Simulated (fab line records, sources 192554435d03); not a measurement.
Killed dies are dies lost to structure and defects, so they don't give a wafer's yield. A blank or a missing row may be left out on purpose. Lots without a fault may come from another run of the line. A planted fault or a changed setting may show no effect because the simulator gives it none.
fab line records | flow n5_finfet
record lots=9 wafers=26 last_day=18
route steps=1938 shown BEOL_M0_SAQP@695 BEOL_M4@1111 TV_OPEN@1888 PAD_METAL@1896 PASSIVATION@1936
lots that met no fault: from a run of the same line without faults
start_h: hours from the record's first day to the start of the lot's first wafer shown | wait_h: hours since the lot's step before | " the same as in the row above | L1.1+2: a row that stands for several wafers | - no value, or no start given | * or withheld: withheld | < > ~ a bound
route shown NAME@n: a module of which the file shows steps, and the number in the route of the first | usual: mean/standard deviation of fault-free wafers | same: alike in all rows | chamber/n: place in a boat | sites: the reading at each site | _std_site: their standard deviation | _edge_site: outer sites' mean less inner sites' | radius_mm: how far each site lies from the wafer's centre | mask NAME#n: copy n | behind: the tool/chamber that last shaped the wafer | hold: why the lot was held/for how many hours/how that ended | device: the transistor (n, p or np) that didn't switch | end of line: the same wafers' tests at the end of the route | a step without rows: its recipe alone | killed: dies lost to structure and defects at the first sort, not the wafer's yield | map: a wafer's dies, x killed, . not, _ none there
set.NAME: the setting as run; set.NAME@STEP: as run at that earlier step | model.NAME: the simulator's own value behind a step, which no gauge read
steps of the route over a sample of lots; a table a step, a row a wafer
services: from which hour (start_h, from the record's first day; less than 0 if before it) a tool's chamber was out of use, for how many hours, and why
## steps
# step N5_BEOL_M0_SAQP_CUT_ETCH_46
# recipe chemistry=N2/H2 target=SOC target_depth_a=1350 overetch_a=270 temp_c=40 time_s=202.5 ion_energy_ev=200 mask_material=SiARC pressure_mtorr=30 source_w=840 bias_w=150 n2_flow_sccm=200 h2_flow_sccm=200
# usual drypump_motor_current_A=5.7/0.55 rf_fwd_power_W=837.5/2.4 rf_vpp_V=524.1/2.5 showerhead_plenum_p_Torr=2.54/0.081 throttle_valve_pct=17.77/0.22
# columns lot.wafer tool chamber start_h wait_h drypump_motor_current_A rf_fwd_power_W rf_hours_counter_h rf_vpp_V showerhead_plenum_p_Torr throttle_valve_pct
L663.2 rie_diel-06 2 115.47 0.0 5.0 834.7 10 524.8 2.50 17.34
L663.3 " 3 " " 5.8 840.1 83 527.8 2.67 17.61
L663.6 " 3 " " 5.8 841.5 - 527.4 2.67 17.61
L665.2 rie_diel-06 1 125.36 0.0 5.0 838.5 196 523.7 2.51 17.67
L665.5 " 2 " " 5.0 837.6 - 522.8 2.50 17.36
L665.6 " 3 " " 5.7 840.8 - 527.7 2.67 17.62
L668.1 rie_diel-06 0 142.87 0.0 6.2 839.6 160 520.4 2.42 17.90
L668.2 " 2 " " 4.9 836.7 19 522.4 2.50 17.37
L668.5 " 2 " " 5.0 838.4 - 522.1 2.50 17.37
L669.1 rie_diel-06 0 150.97 0.0 6.2 838.5 163 521.0 2.42 17.90
L669.4 " 1 " " 5.1 837.7 205 524.3 2.51 17.69
L669.5 " 0 " " 6.2 838.6 - 520.3 2.42 17.90
L671.1 rie_diel-06 3 163.39 0.0 5.8 836.4 99 527.9 2.66 17.63
L671.2 " 1 " " 5.1 837.4 209 522.3 2.50 17.70
L671.4 " 2 " " 5.0 839.5 27 522.6 2.50 17.36
L672.1 rie_diel-01 1 164.68 0.0 4.8 843.8 192 525.8 2.63 17.78
L672.3 " 2 " " 6.0 839.4 84 524.7 2.56 17.76
L672.5 " 3 " " 5.9 836.4 - 519.6 2.44 18.05
L673.3 rie_diel-06 3 168.36 0.0 5.7 834.9 101 528.5 2.66 17.63
L673.4 " 0 " " 6.2 839.6 166 520.3 2.41 17.92
L673.6 " 2 " " 5.0 835.7 - 523.3 2.50 17.37
L677.4 rie_diel-06 1 197.05 0.0 5.1 - 219 521.8 2.50 17.72
L677.5 " 3 " " 5.7 842.0 - 527.4 2.66 17.65
L685.1 rie_diel-03 2 247.06 0.0 6.6 839.0 2 522.5 2.49 17.53
L685.4 " 1 " " 5.7 833.8 45 524.8 2.59 17.65
L685.5 " 2 " " 6.6 839.9 - 522.5 2.49 17.51
# step N5_BEOL_M4_RC_MEAS_101
# usual DIBL_N=36.2/1.6 DIBL_P=36.5/1.9 IOFF_N=0.158/0.027 IOFF_P=0.21/0.038 ION_N=675/12 ION_P=464/8.9 SS_N=71.5/0.61 SS_P=73.4/0.59 VT_N=250.4/3 VT_P=-250/3.6
# columns lot.wafer tool chamber start_h wait_h DIBL_N[mV/V] DIBL_P[mV/V] IOFF_N[nA/um] IOFF_P[nA/um] ION_N[uA/um] ION_P[uA/um] SS_N[mV/dec] SS_P[mV/dec] VT_N[mV] VT_P[mV]
L663.2 prober-02 0 167.34 0.2 34.3 35.5 0.138 0.19 668 457 70.9 72.3 252.3 -251
L663.3 " 0 " " 36.1 38.0 0.161 0.24 682 466 71.5 72.9 252.3 -251
L663.6 " 0 " " 36.9 38.7 0.184 0.25 688 465 72.0 73.2 249.9 -246
L665.2 prober-01 0 170.34 0.2 35.1 35.1 0.140 0.18 670 458 71.4 73.4 250.7 -254
L665.5 " 0 " " 34.4 34.7 0.130 0.18 663 461 70.9 73.1 255.0 -254
L665.6 " 0 " " 34.1 33.3 0.114 0.16 656 449 71.2 72.0 254.7 -255
L668.1 prober-02 0 192.78 0.0 37.8 36.5 0.156 0.20 672 455 70.3 73.7 252.7 -250
L668.2 " 0 " " 37.4 37.5 0.165 0.21 676 462 71.3 73.5 248.5 -248
L668.5 " 0 " " 35.7 34.7 0.122 0.17 653 452 70.5 72.9 254.3 -253
L669.1 prober-01 0 202.49 0.0 37.8 37.8 0.168 0.21 684 461 72.0 73.6 253.7 -250
L669.4 " 0 " " 38.4 38.4 0.180 0.22 689 461 71.5 74.4 249.0 -250
L669.5 " 0 " " 39.3 39.3 0.192 0.24 680 463 71.3 74.3 251.1 -253
L671.1 prober-01 0 212.54 0.0 37.5 36.6 0.156 0.18 666 452 71.0 73.1 250.0 -257
L671.2 " 0 " " 39.8 38.7 0.211 0.21 682 453 72.3 73.9 246.5 -255
L671.4 " 0 " " 36.0 34.4 0.128 0.16 651 437 71.1 73.0 256.1 -259
L673.3 prober-01 0 217.45 0.3 35.0 35.7 0.139 0.19 672 468 71.4 73.3 252.1 -252
L673.4 " 0 " " 35.1 35.6 0.144 0.20 683 468 71.3 72.9 252.2 -251
L673.6 " 0 " " 34.2 33.3 0.128 0.17 671 462 70.5 73.1 254.2 -252
L672.1 prober-02 0 218.98 0.0 37.6 38.5 0.184 0.24 698 475 72.1 73.9 245.7 -249
L672.3 " 0 " " 35.8 37.4 0.158 0.22 686 467 71.1 73.5 250.7 -249
L672.5 " 0 " " 35.6 37.4 0.165 0.22 696 477 71.1 73.4 247.4 -248
L677.4 prober-01 0 255.71 0.5 38.4 39.7 0.198 0.31 686 474 71.0 74.5 244.2 -240
L677.5 " 0 " " 38.5 40.3 0.212 0.31 684 476 72.4 73.7 245.3 -244
L685.1 prober-02 0 320.57 0.0 35.0 34.8 0.149 0.22 664 463 71.1 72.8 250.4 -248
L685.4 " 0 " " 34.2 34.5 0.141 0.22 686 482 70.4 73.0 249.9 -248
L685.5 " 0 " " 32.9 33.3 0.116 0.19 666 469 71.3 73.1 252.7 -251
# step N5_PASSIVATION_VIA_ETCH_13
# recipe chemistry=CHF3/O2 target=SiO2 target_depth_a=6600 CHF3_flow_sccm=50 O2_flow_sccm=5 Ar_flow_sccm=200 time_s=330 mask_material=PR pressure_mtorr=30 source_w=650 bias_w=170 ion_energy_ev=200 ends=cleared
# usual drypump_motor_current_A=5.7/0.58 etch_rf_on_time_s=234/5.1 oes_o_777_au=0.80/0.086 oes_product_au=0.72/0.079 rf_fwd_power_W=647.7/2.2 rf_vpp_V=525/13 showerhead_plenum_p_Torr=2.40/0.068 throttle_valve_pct=18.83/0.26
# columns lot.wafer tool chamber start_h wait_h drypump_motor_current_A etch_rf_on_time_s oes_o_777_au oes_product_au rf_fwd_power_W rf_hours_counter_h rf_vpp_V showerhead_plenum_p_Torr throttle_valve_pct
L665.2 rie_diel-06 3 275.48 0.0 5.7 235 0.76 0.70 648.1 130 552 2.51 18.82
L665.5 " 2 " " 5.0 234 0.86 0.77 649.8 - 531 2.35 18.45
L665.6 " 3 " " 5.7 236 0.77 0.69 648.8 - 551 2.51 18.82
L663.2 rie_diel-03 1 275.90 0.0 5.7 244 0.84 0.77 645.3 53 518 2.44 18.65
L663.3 " 2 " " 6.6 229 0.93 0.83 645.2 10 524 2.37 18.79
L663.6 " 0 " " 6.5 233 0.91 0.83 651.2 - 541 2.45 18.45
L668.1 rie_diel-06 2 306.23 0.0 5.0 230 0.84 0.77 647.4 70 533 2.35 18.45
L668.2 " 1 " " 5.1 233 0.71 0.64 649.2 248 504 2.37 18.97
L668.5 " 2 " " 5.0 233 0.84 0.77 646.4 - 533 2.35 18.46
L669.1 rie_diel-03 0 306.67 0.0 6.5 226 0.88 0.82 649.2 34 541 2.45 18.47
L669.4 " 1 " " 5.7 240 0.82 0.77 643.9 - 518 2.44 18.69
L669.5 " 0 " " 6.5 234 0.89 0.83 648.4 - 540 2.45 18.47
L671.1 rie_diel-03 2 324.27 0.0 6.6 223 0.90 0.80 645.5 26 526 2.37 18.81
L671.2 " 3 " " 5.4 228 0.99 0.88 646.0 1 516 2.46 18.74
L671.4 " 3 " " 5.4 232 1.00 0.88 649.1 - 516 2.46 18.74
L672.1 rie_diel-06 2 328.97 0.0 5.0 226 0.84 0.76 646.3 78 530 2.34 18.47
L672.3 " 3 " " 5.7 226 0.76 0.69 647.4 148 554 2.50 18.84
L672.5 " 2 " " 4.9 229 0.83 0.76 651.5 - 529 2.34 18.46
L673.3 rie_diel-01 1 330.13 0.0 4.8 233 0.68 0.62 647.1 239 517 2.46 18.89
L673.4 " 0 " " 5.2 232 0.73 0.67 644.4 190 515 2.40 19.30
L673.6 " 0 " " 5.2 233 0.73 0.67 644.7 - 514 2.40 19.30
L677.4 rie_diel-06 1 355.58 0.0 5.1 234 0.97 0.87 647.9 6 505 2.37 18.57
L677.5 " 3 " " 5.7 237 0.75 0.67 645.9 - 551 2.50 18.85
L685.1 rie_diel-06 0 431.70 0.0 6.2 244 0.71 0.62 649.1 243 527 2.28 19.17
L685.4 " 3 " " 5.7 239 0.73 0.66 651.6 179 550 2.49 18.89
L685.5 " 0 " " 6.2 241 0.70 0.63 649.2 - 527 2.28 19.18
# step N5_PASSIVATION_ETCH_15
# recipe chemistry=CF4/N2 target=SiCN target_depth_a=750 taper_deg=2 time_s=81.2 ion_energy_ev=150 mask_material=SiNx pressure_mtorr=40 source_w=430 bias_w=70 Ar_flow_sccm=100 cf4_flow_sccm=60 n2_flow_sccm=60
# usual drypump_motor_current_A=5.7/0.59 oes_product_au=0.80/0.087 rf_fwd_power_W=428.0/1.3 rf_vpp_V=382.0/1.9 showerhead_plenum_p_Torr=2.19/0.063 throttle_valve_pct=15.39/0.27
# columns lot.wafer tool chamber start_h wait_h drypump_motor_current_A oes_product_au rf_fwd_power_W rf_hours_counter_h rf_vpp_V showerhead_plenum_p_Torr throttle_valve_pct
L665.2 rie_diel-06 3 - - 5.7 0.78 430.5 131 384.4 2.29 15.41
L665.5 " 2 " " 5.0 0.86 427.6 - 381.4 2.15 15.00
L665.6 " 3 " " 5.7 0.77 429.8 - 385.3 2.29 15.41
L663.2 rie_diel-03 1 - - 5.7 0.85 429.5 54 382.1 2.24 15.20
L663.3 " 2 " " 6.6 0.93 427.1 10 380.6 2.17 15.29
L663.6 " 0 " " 6.5 0.92 431.4 - 383.3 2.25 14.98
L668.1 rie_diel-06 2 - - 4.9 0.84 426.3 70 379.0 2.15 15.01
L668.2 " 1 " " 5.1 0.70 427.7 248 381.7 2.17 15.57
L668.5 " 2 " " 4.9 0.84 430.2 - 381.2 2.15 15.01
L669.1 rie_diel-03 0 - - 6.5 0.91 428.5 34 382.7 2.24 15.00
L669.4 " 1 " " 5.7 0.84 427.1 - 382.6 2.23 15.22
L669.5 " 0 " " 6.5 0.90 429.4 - 382.5 2.24 15.00
L671.1 rie_diel-03 2 - - 6.6 0.89 429.0 27 381.6 2.17 15.34
L671.2 " 3 " " 5.4 0.98 427.4 1 384.2 2.26 15.26
L671.4 " 3 " " 5.4 0.97 428.6 - 383.2 2.26 15.25
L672.1 rie_diel-06 2 - - 5.0 0.83 428.9 78 381.5 2.15 15.04
L672.3 " 3 " " 5.7 0.77 428.1 148 384.2 2.29 15.43
L672.5 " 2 " " 5.0 0.83 427.6 - 380.8 2.15 15.04
L673.3 rie_diel-01 1 - - 4.8 0.68 429.1 239 383.0 2.26 15.53
L673.4 " 0 " " 5.2 0.74 428.5 190 381.6 2.20 15.82
L673.6 " 0 " " 5.2 0.74 427.5 - 379.7 2.20 15.82
L677.4 rie_diel-06 1 - - 5.0 0.96 426.9 6 381.2 2.16 15.07
L677.5 " 3 " " 5.8 0.75 430.3 - 384.2 2.28 15.47
L685.1 rie_diel-06 1 - - 5.1 0.90 427.6 28 381.4 2.16 15.12
L685.4 " 1 " " 5.1 0.91 428.4 - 380.7 2.16 15.14
L685.5 " 2 " " 5.0 0.80 429.2 - 381.1 2.14 15.09
# step N5_PASSIVATION_AL_DEP_21
# recipe material=Al target_thk_a=28000 temp_c=400 time_s=170 power_w=30000 chamber_pressure_pa=0.4 gas=Ar
# usual throttle_valve_pct=30.1/0.79
# columns lot.wafer tool chamber start_h wait_h throttle_valve_pct
L665.2 pvd_sputter-01 - 276.30 0.1 30.7
L665.5 " - " " 31.0
L665.6 " - " " 29.4
L663.2 pvd_sputter-02 - 276.59 0.1 30.9
L663.3 " - " " 30.4
L663.6 " - " " 30.7
L668.1 pvd_sputter-01 - 307.16 0.1 29.2
L668.2 " - " " 30.9
L668.5 " - " " 29.2
L669.1 pvd_sputter-03 - 308.91 0.1 31.1
L669.4 " - " " 28.9
L669.5 " - " " 31.1
L671.1 pvd_sputter-01 - 325.58 0.1 30.7
L671.2 " - " " 29.2
L671.4 " - " " 30.6
L672.1 pvd_sputter-03 - 329.93 0.1 30.9
L672.3 " - " " 28.8
L672.5 " - " " 31.2
L673.3 pvd_sputter-03 - 331.11 0.1 31.1
L673.4 " - " " 28.7
L673.6 " - " " 29.2
L677.4 pvd_sputter-02 - 356.80 0.1 29.9
L677.5 " - " " 30.2
L685.1 pvd_sputter-02 - 432.59 0.1 29.6
L685.4 " - " " 30.5
L685.5 " - " " 30.9
# step N5_PASSIVATION_PROBE_49
# usual defect_limited_yield=91.3/1.7 killed_at_M0_to_M3=33/11 killed_at_M4_up=14/5.5 killed_at_contacts=13/6.5 killed_at_front_end=39/13 killed_at_other=3.4/2.9 killed_dies=103/20 killed_open=69/15 killed_short=32/8.1 sort_bin_5_function=5.1/1.1 sort_bin_6_memory=3.3/0.74 sort_bin_8_speed=0.00/0.014 sort_n_pass=1077/20 sort_yield_pct=91.3/1.7
# same gross_dies=1180 killed_at_back_side=0 sort_bin_4_leakage[%]=0
# columns lot.wafer tool chamber start_h wait_h defect_limited_yield[%] killed_at_M0_to_M3 killed_at_M4_up killed_at_contacts killed_at_front_end killed_at_other killed_dies killed_open killed_short sort_bin_5_function[%] sort_bin_6_memory[%] sort_bin_8_speed[%] sort_n_pass sort_yield_pct[%]
L671.1 prober-02 - 331.77 0.0 89.9 29 23 18 42 7 119 87 32 6.6 3.2 0 1061 89.9
L671.2 prober-02 - 331.82 0.1 89.7 35 24 15 42 5 121 84 35 5.8 4.0 0 1059 89.7
L671.4 prober-02 - 331.92 0.2 90.6 36 21 5 45 4 111 76 32 6.0 3.1 0.08 1068 90.5
L672.1 prober-02 - 336.34 0.0 90.3 34 8 26 43 3 114 84 30 6.3 3.0 0 1066 90.3
L672.3 prober-02 - 336.44 0.1 92.0 41 9 16 25 3 94 63 31 4.8 3.0 0 1086 92.0
L672.5 prober-02 - 336.54 0.2 92.9 30 10 17 26 1 84 59 24 4.1 2.7 0 1096 92.9
L673.3 prober-02 - 337.82 0.1 91.2 50 18 5 27 4 104 62 42 5.3 3.1 0 1076 91.2
L673.4 prober-02 - 337.87 0.2 92.2 44 11 8 28 1 92 54 38 4.4 2.7 0 1088 92.2
L673.6 prober-02 - 337.97 0.3 90.9 51 13 10 31 2 107 73 34 5.3 3.3 0 1073 90.9
L677.4 prober-01 - 362.43 0.2 86.1 72 14 9 68 1 164 77 34 10.0 3.6 0 1016 86.1
L677.5 prober-01 - 362.48 0.2 91.9 29 8 5 51 3 96 48 46 4.3 3.3 0 1084 91.9
# killed by level:class
L671.1 MOL_CONTACT_COAG:geometric_particle:open=17 BEOL_M4:geometric_particle:open=14 BEOL_M0_SAQP:geometric_particle:open=11 DUMMY_GATE:geometric_particle:open=8 BEOL_M1:geometric_particle:open=8 FIN_SAQP:geometric_particle:open=7 STI_FIN_REVEAL:geometric_particle:open=6 GATE_CUT:geometric_particle:short=5
L671.2 FIN_SAQP:geometric_particle:open=12 MOL_CONTACT_COAG:geometric_particle:open=12 BEOL_M4:geometric_particle:open=11 BEOL_M0_SAQP:geometric_particle:open=9 BEOL_M1:geometric_particle:open=9 BEOL_M5:geometric_particle:open=7 BEOL_M0_SAQP:geometric_particle:short=6 FIN_SAQP:geometric_particle:short=4
L671.4 BEOL_M4:geometric_particle:open=12 FIN_SAQP:geometric_particle:open=11 STI_FIN_REVEAL:geometric_particle:open=7 BEOL_M3:geometric_particle:open=7 BEOL_M0_SAQP:geometric_particle:short=6 BEOL_M2:geometric_particle:open=6 FIN_SAQP:geometric_particle:short=5 DUMMY_GATE:geometric_particle:open=5
L672.1 MOL_CONTACT_COAG:geometric_particle:open=25 FIN_SAQP:geometric_particle:open=8 STI_FIN_REVEAL:geometric_particle:open=8 BEOL_M0_SAQP:geometric_particle:open=8 FIN_SAQP:geometric_particle:short=7 DUMMY_GATE:geometric_particle:open=7 BEOL_M0_SAQP:geometric_particle:short=7 SPACER0:geometric_particle:short=6
L672.3 MOL_CONTACT_COAG:geometric_particle:open=13 BEOL_M3:geometric_particle:open=12 BEOL_M0_SAQP:geometric_particle:short=11 BEOL_M0_SAQP:geometric_particle:open=8 STI_FIN_REVEAL:geometric_particle:open=4 BEOL_M1:geometric_particle:open=4 BEOL_M2:geometric_particle:open=4 BEOL_M4:geometric_particle:open=4
L672.5 MOL_CONTACT_COAG:geometric_particle:open=12 BEOL_M0_SAQP:geometric_particle:open=10 BEOL_M0_SAQP:geometric_particle:short=9 FIN_SAQP:geometric_particle:open=7 MOL_CONTACT_COAG:geometric_particle:short=5 BEOL_M4:geometric_particle:short=4 DUMMY_GATE:geometric_particle:open=4 BEOL_M1:geometric_particle:open=4
L673.3 BEOL_M0_SAQP:geometric_particle:short=16 BEOL_M4:geometric_particle:open=11 BEOL_M0_SAQP:geometric_particle:open=10 BEOL_M3:geometric_particle:open=8 ILD0:geometric_particle:short=6 BEOL_M2:geometric_particle:open=6 MOL_CONTACT_COAG:geometric_particle:open=4 BEOL_M2:geometric_particle:short=4
L673.4 BEOL_M0_SAQP:geometric_particle:short=14 BEOL_M3:geometric_particle:open=9 BEOL_M0_SAQP:geometric_particle:open=8 FIN_SAQP:geometric_particle:open=6 BEOL_M1:geometric_particle:open=5 MOL_CONTACT_COAG:geometric_particle:open=4 MOL_CONTACT_COAG:geometric_particle:short=4 STI_FIN_REVEAL:geometric_particle:short=3
L673.6 MOL_CONTACT_COAG:geometric_particle:open=9 BEOL_M3:geometric_particle:open=9 BEOL_M0_SAQP:geometric_particle:open=8 BEOL_M0_SAQP:geometric_particle:short=8 BEOL_M2:geometric_particle:open=8 ILD0:geometric_particle:open=6 BEOL_M3:geometric_particle:short=6 STI_FIN_REVEAL:geometric_particle:open=4
L677.4 BEOL_M0_SAQP:area_etch=48 STI_FIN_REVEAL:geometric_particle:open=15 STARTING-WAFER:geometric_particle:short=10 GATE_CUT:geometric_particle:short=9 BEOL_M1:geometric_particle:open=9 GATE_CUT:geometric_particle:open=9 MOL_CONTACT_COAG:geometric_particle:open=9 BEOL_M3:geometric_particle:open=6
L677.5 GATE_CUT:geometric_particle:short=11 FIN_SAQP:geometric_particle:short=6 STI_FIN_REVEAL:geometric_particle:open=6 BEOL_M1:geometric_particle:open=6 BEOL_M2:geometric_particle:short=6 GATE_CUT:geometric_particle:open=5 STARTING-WAFER:geometric_particle:short=5 MOL_CONTACT_COAG:geometric_particle:open=4
## services
# columns tool chamber start_h hours kind
pvd_sputter-02 - 97.81 1.0 repair
pvd_sputter-03 - 102.99 3.6 repair
rie_diel-03 - 116.21 0.6 repair
rie_diel-03 - 123.78 2.8 pm
pvd_sputter-02 - 151.48 2.4 repair
rie_diel-06 0 160.21 2.8 repair
rie_diel-06 0 213.00 3.4 repair
rie_diel-01 1 226.18 3.6 repair
rie_diel-01 0 241.59 12.8 repair
rie_diel-03 2 266.47 4.2 repair
rie_diel-06 1 290.13 8.6 repair
rie_diel-01 - 294.76 1.2 repair
rie_diel-06 1 312.47 - clean
rie_diel-06 1 312.47 - consumable_replace:focus_ring
rie_diel-06 1 312.47 21.9 scheduled_down
pvd_sputter-01 - 336.32 11.7 repair
pvd_sputter-02 - 357.05 3.6 repair
rie_diel-03 - 357.61 13.2 repair
rie_diel-06 - 363.75 0.3 repair
pvd_sputter-03 - 367.80 5.5 repair
pvd_sputter-03 - 412.75 5.3 repair
rie_diel-01 - 420.51 2.8 pm
pvd_sputter-02 - 424.66 1.6 repair
rie_diel-06 3 431.81 5.8 repair
## key
first_sign step=N5_PASSIVATION_PROBE_49 reading=sort_bin_5_function direction=up sigmas=4.5 usual=5.1 struck=10.0
effect step=N5_PASSIVATION_PROBE_49 reading=killed_at_M0_to_M3 direction=up sigmas=3.6 usual=33 struck=72
more_kills_born_at N5_BEOL_M0_SAQP_CUT_ETCH_46@rie_diel-06=48
met_at N5_BEOL_M0_SAQP_CUT_ETCH_46
struck_lots L677
struck_wafers L677.4
not_acting_at N5_PASSIVATION_VIA_ETCH_13,N5_PASSIVATION_ETCH_15,N5_PASSIVATION_AL_DEP_21
onset_between 168.36 197.05
fault kind=process_parameter_drift tool=rie_diel-06 chamber=- onset_h=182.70 steps=N5_BEOL_M0_SAQP_CUT_ETCH_46 channel=time_s offset=* shape=step end_h=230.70 scope=struck_wafers_only acts_in=* stated=*
